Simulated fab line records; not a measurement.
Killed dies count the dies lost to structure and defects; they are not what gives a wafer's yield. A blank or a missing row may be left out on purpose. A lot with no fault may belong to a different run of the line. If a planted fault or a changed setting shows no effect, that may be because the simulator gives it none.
Which of the tools did it? + flow n5-finfet + route of 1938 steps, sampled at 1 step: 12 lots, 36 wafers

WHAT EACH GAUGE READ, for each wafer
N5_BEOL_M15_OVL_MEAS_11.
| lot  | measured     | on         | V14_OVL (nm) |
|------|--------------|------------|--------------|
| L074 | day 13 11:22 | overlay-01 | 5 1 2        |
| L077 | day 14 05:50 | overlay-02 | 1 -3 -2      |
| L080 | day 14 16:22 | overlay-02 | 6 16 10      |
| L081 | day 14 19:51 | overlay-01 | -1 -1 -2     |
| L082 | day 15 18:04 | overlay-01 | 2 -1 6       |
| L084 | day 16 02:33 | overlay-01 | 0 -3 -1      |
| L087 | day 16 13:11 | overlay-01 | 5 4 -2       |
| L085 | day 17 01:47 | overlay-01 | 5 -7 -10     |
| L091 | day 17 07:19 | overlay-01 | 4 1 1        |
| L092 | day 18 05:33 | overlay-01 | 0 0 0        |
| L095 | day 18 21:38 | overlay-02 | 7 4 3        |
| L097 | day 19 22:40 | overlay-01 | -5 -1 5      |

WHAT TOOL EACH LOT RAN ON (gives the tool, then ch and the chambers of the sampled wafers, and finally the start)
Record: no process step prior to these readings.

THE ANSWER, worked out from the rows above alone
Rule: usual is defined by the lots themselves. Put in order of their means at a reading, lots are off if they are a third of the lots or fewer, leave a main group of 4 or more, and stand apart from it by a gap of 3 or more times the standard deviation of the main group's means; of several such gaps the widest counts. A main group is skipped when, at the precision printed for the reading in the tables above, its means are all equal. A lot without any number at a reading at which 4 lots or more have one is off too. All remaining lots with rows at the step are treated as sound.
No lot is off at any reading shown: from this, nothing can be told.

WHAT THE SIMULATOR HAD PUT IN
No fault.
